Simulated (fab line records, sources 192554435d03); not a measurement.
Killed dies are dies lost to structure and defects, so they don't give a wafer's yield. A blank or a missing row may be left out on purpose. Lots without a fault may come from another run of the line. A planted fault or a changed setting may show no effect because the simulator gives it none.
A struck lot beside a sound one | flow n5_finfet | 37 steps out of a route of 1938
Sound: wafers L917.2, L917.3, L917.4. Struck: wafer L931.2. (L931.6 of the same lot was not struck and is left out.) The cause comes at the end.
At each step with rows: each side's tool, then ch and its chambers, then its first start. Under that, the readings that differ: sound wafers | struck wafers | difference of the means | sigmas: that difference in standard deviations of wafers without a fault.
alike: readings whose means differ by less than 2 such deviations, and words and numbers that are the same on both sides. not compared: withheld readings, readings that some wafer has no value for, bounds like >300 that may hide the same value, and numbers for which the record gives no deviation and whose values overlap.
The two part at a step that has a row with sigmas, a row that says differs or no value, or rows on one side only. Numbers that don't overlap but have no deviation are shown without sigmas and don't part them. A reading that every wafer of one side lacks parts them only if that side has two wafers or more.

first, 9 steps without rows for these wafers: N5_BEOL_M12_PRE_CLEAN_42 (time 30 s); N5_BEOL_M12_SPUTTER_43 (material TaN, target thk 15 nm, time 24.19 s); N5_BEOL_M12_SPUTTER_44 (material Ta, target thk 10 nm, time 16.13 s); N5_BEOL_M12_SPUTTER_45 (material Cu, target thk 80 nm, time 13.33 s); N5_BEOL_M12_ECD_47 (material Cu, target thk 720 nm); N5_BEOL_M12_ANNEAL_48 (time 90 s); N5_BEOL_M12_CMP_49 (polishes, stops on SiOC, t overpolish 20.6 s, target thk 320 nm); N5_BEOL_M12_PRE_CLEAN_52 (time 15 s); N5_BEOL_M12_DEP_53 (deposits SiCN from 3MS/NH3, target thk 30 nm, time 10.5 s).
N5_BEOL_M13_ILD_DEP_00: deposits SiOC from DEMS/O2, target thk 837.92 nm, time 166.4 s.
  sound on pecvd-04 ch 0,1,2, day 13 18:43; struck on pecvd-04 ch 1, day 17 13:31
  reading                                       | sound             | struck | difference | sigmas
  run_length_s (s)                              | 210.7 211.5 211.9 | 235.6  | +24.2      | +37
  model.SiOC_of_BEOL_M13_ILD_DEP_00.thk_nm (nm) | 840 833.8 848     | 961    | +120       |
  alike: heater_power_outer_w, heater_power_w, showerhead_plenum_p_Torr, throttle_valve_pct
N5_BEOL_M13_THK_MEAS_01:
  sound on film_metro-01, day 13 18:52; struck on film_metro-02, day 17 13:40
  reading          | sound       | struck | difference | sigmas
  M13_ILD_THK (nm) | 840 833 848 | 960    | +120       | +11
then, 10 steps without rows for these wafers: N5_BEOL_M13_COAT_58 (time 60 s, resist thk 89 nm); N5_BEOL_M13_COAT_04 (resist thk 400 nm); N5_BEOL_M13_EBR_06; N5_BEOL_M13_SOFTBAKE_05 (time 60 s); N5_BEOL_M13_EXPOSE_07 (exposes mask V12); N5_BEOL_M13_PEB_08 (peb time 90 s); N5_BEOL_M13_DEVELOP_09 (develop time 45 s); N5_BEOL_M13_HARDBAKE_14 (time 120 s); N5_BEOL_M13_DESCUM_15 (chemistry O2, time 7.9 s); N5_BEOL_M13_ETCH_59 (etches BARC in N2/H2, target depth 89 nm, overetch 26.7 nm, time 67.9 s).
N5_BEOL_M13_VIA_ETCH_16: etches SiOC in C4F8/O2/Ar, target depth 921.7 nm.
  sound on rie_diel-06 ch 0,1,3, day 13 19:42; struck on rie_diel-04 ch 0, day 17 14:16
  reading                                    | sound           | struck | difference | sigmas
  oes_product_au (a.u.)                      | 0.76 0.87 0.67  | 0.63   | -0.14      | -2
  model.etch.depth_nm (nm)                   | 840 833.7 848.1 | 960.9  | +120.3     |
  model.coat_of_BEOL_M13_COAT_04.thk_nm (nm) | 71.2 71.8 68.4  | 35.8   | -34.7      |
  alike: bias_w, drypump_motor_current_A, he_inner_torr, rf_vpp_V, showerhead_plenum_p_Torr, throttle_valve_pct
N5_BEOL_M13_STRIP_63: strips in N2/H2.
  sound on plasma_asher-01 ch 0,1, day 13 19:58; struck on plasma_asher-02 ch 1, day 17 14:30
  reading                      | sound             | struck | difference | sigmas
  drypump_motor_current_A (A)  | 5.6 6.3 5.6       | 4.6    | -1.2       | -2
  oes_product_au (a.u.)        | 0.680 0.679 0.667 | 0.649  | -0.026     | -6
  strip_time_to_endpoint_s (s) | 28.0 28.2 27.2    | 17.0   | -10.8      | -10
  alike: heater_power_w
  not compared: rf_hours_counter_h
then, 12 steps without rows for these wafers: N5_BEOL_M13_STRIP_64 (strips in N2/H2); N5_BEOL_M13_STRIP_71 (strips in post etch residue remover, time 60 s); N5_BEOL_M13_SRD_72 (time 30 s, dry time 30 s); N5_BEOL_M13_COAT_65 (time 60 s, resist thk 350 nm); N5_BEOL_M13_COAT_66 (time 60 s, resist thk 110 nm); N5_BEOL_M13_COAT_22 (resist thk 300 nm); N5_BEOL_M13_EBR_24; N5_BEOL_M13_SOFTBAKE_23 (time 60 s); N5_BEOL_M13_EXPOSE_25 (exposes mask M13, target cd 210 nm); N5_BEOL_M13_PEB_26 (peb time 90 s); N5_BEOL_M13_DEVELOP_27 (develop time 45 s); N5_BEOL_M13_HARDBAKE_32 (time 120 s).
N5_BEOL_M13_CMP_49: polishes, stops on SiOC, t overpolish 17.1 s, target thk 420 nm.
  sound on cmp-01 ch 0,1,2, day 14 03:32; struck on cmp-04 ch 0, day 17 17:39
  reading                                       | sound           | struck | difference | sigmas
  model.SiOC_of_BEOL_M13_ILD_DEP_00.thk_nm (nm) | 783 775.2 788.2 | 904.4  | +122.3     |
  alike: motor_current_A, retaining_ring_pressure_frac, slurry_flow_ml_min
then, 1 step without rows for these wafers: N5_PASSIVATION_PROBE_49.

WHERE THEY PART
First at N5_BEOL_M13_ILD_DEP_00; last, within this record, at N5_BEOL_M13_STRIP_63. Later steps at which nothing parts them and some readings are alike: N5_BEOL_M13_CMP_49.

WHY: what the simulator had put in
Process parameter drift: pecvd-04, from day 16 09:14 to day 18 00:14, at N5_BEOL_M13_ILD_DEP_00. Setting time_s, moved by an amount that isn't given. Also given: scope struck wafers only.
